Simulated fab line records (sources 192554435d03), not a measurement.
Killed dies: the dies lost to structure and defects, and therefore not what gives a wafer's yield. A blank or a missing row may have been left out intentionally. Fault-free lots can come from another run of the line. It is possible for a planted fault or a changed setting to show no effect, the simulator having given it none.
Chamber matching :: flow n5_finfet :: 4 sister chambers for N5_SD_EPI_P_ETCH_16 on rie_diel-04
The step etches SiO2 in CHF3/O2, target depth 5 nm. 4 wafers are shown with their chamber, then 7 later ones without.

EACH WAFER AND ITS CHAMBER
wafer: L081.5
chamber: 3
drypump_motor_current_A (A): 5.2

wafer: L090.5
chamber: 1
drypump_motor_current_A (A): 5.7

wafer: L094.1
chamber: 0
drypump_motor_current_A (A): 5.8

wafer: L094.4
chamber: 2
drypump_motor_current_A (A): 6.2

WAFERS WHOSE CHAMBER IS MISSING
wafer: L094.5
drypump_motor_current_A (A): 5.6

wafer: L095.1
drypump_motor_current_A (A): 5.7

wafer: L095.3
drypump_motor_current_A (A): 5.8

wafer: L095.4
drypump_motor_current_A (A): 6.2

wafer: L096.3
drypump_motor_current_A (A): 5.2

wafer: L096.4
drypump_motor_current_A (A): 5.7

wafer: L096.6
drypump_motor_current_A (A): 5.2

EACH ONE'S CHAMBER
wafer: L094.5
from the rows above: 1
in truth: 1

wafer: L095.1
from the rows above: 1
in truth: 1

wafer: L095.3
from the rows above: 0
in truth: 0

wafer: L095.4
from the rows above: 2
in truth: 2

wafer: L096.3
from the rows above: 3
in truth: 3

wafer: L096.4
from the rows above: 1
in truth: 1

wafer: L096.6
from the rows above: 3
in truth: 3
Correct placement for 7 of the 7. Left unplaced by these rows: 0. Placed wrongly: 0.
How it was worked out, from the rows above alone: a wafer's distance from a chamber is the root of the sum, over the readings, of the square of ((its reading less the chamber's mean) divided by the reading's scatter). If the next closest chamber is less than 2 further off than the closest, the wafer can't be placed; otherwise it belongs to the closest. For every chamber, the mean is computed from those of its wafers that are shown. The scatter: root of mean squared gap, hidden wafer to nearest shown wafer, with one shown wafer a chamber.
